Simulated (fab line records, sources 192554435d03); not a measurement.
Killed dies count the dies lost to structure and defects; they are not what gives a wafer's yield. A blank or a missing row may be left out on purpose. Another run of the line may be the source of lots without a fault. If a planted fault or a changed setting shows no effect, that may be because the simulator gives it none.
Which of the tools did it? | flow n5Finfet | route of 1938 steps, sampled at 1 step: 9 lots, 25 wafers

== WHAT THE GAUGES SHOWED, per wafer ==
N5_BEOL_M4_RC_MEAS_101.
lot  | measured     | on        | DIBL_N (mV/V)
L135 | day 8 02:34  | prober-01 | 37.8 37.7 35.5
L138 | day 8 20:51  | prober-02 | 37.0 36.8 38.2
L140 | day 9 03:23  | prober-01 | 36.4 33.1 37.8
L142 | day 9 10:03  | prober-02 | 35.2 37.0 37.0
L144 | day 10 03:26 | prober-02 | 38.1 35.9 36.9
L146 | day 10 10:26 | prober-02 | 36.7 33.5 35.0
L155 | day 13 20:59 | prober-01 | 38.4 36.6 37.4
L152 | day 14 10:19 | prober-01 | 36.3
L158 | day 14 20:30 | prober-02 | 36.4 34.0 36.9

== WHAT TOOL EACH LOT RAN ON (gives the tool, then ch and the chambers of the sampled wafers, and finally the start) ==
No process step before these readings appears in the record.

== THE ANSWER, worked out from the rows above alone ==
Rule: the lots themselves supply what counts as usual. The widest of any qualifying gaps counts: lots, ordered by their means at a reading, are off when they make up no more than a third of the lots, leave a main group of 4 or more, and stand apart from it by 3 or more times the standard deviation of that group's means. The tables above print the reading to a certain number of digits; a main group whose means all agree to those digits is not used. Also off: a lot with no number at a reading for which 4 or more lots have one. Where the step has rows for the other lots, those lots are counted as sound.
No lot is off at any reading shown: from this, nothing can be told.

== WHAT HAD BEEN PUT IN BY THE SIMULATOR ==
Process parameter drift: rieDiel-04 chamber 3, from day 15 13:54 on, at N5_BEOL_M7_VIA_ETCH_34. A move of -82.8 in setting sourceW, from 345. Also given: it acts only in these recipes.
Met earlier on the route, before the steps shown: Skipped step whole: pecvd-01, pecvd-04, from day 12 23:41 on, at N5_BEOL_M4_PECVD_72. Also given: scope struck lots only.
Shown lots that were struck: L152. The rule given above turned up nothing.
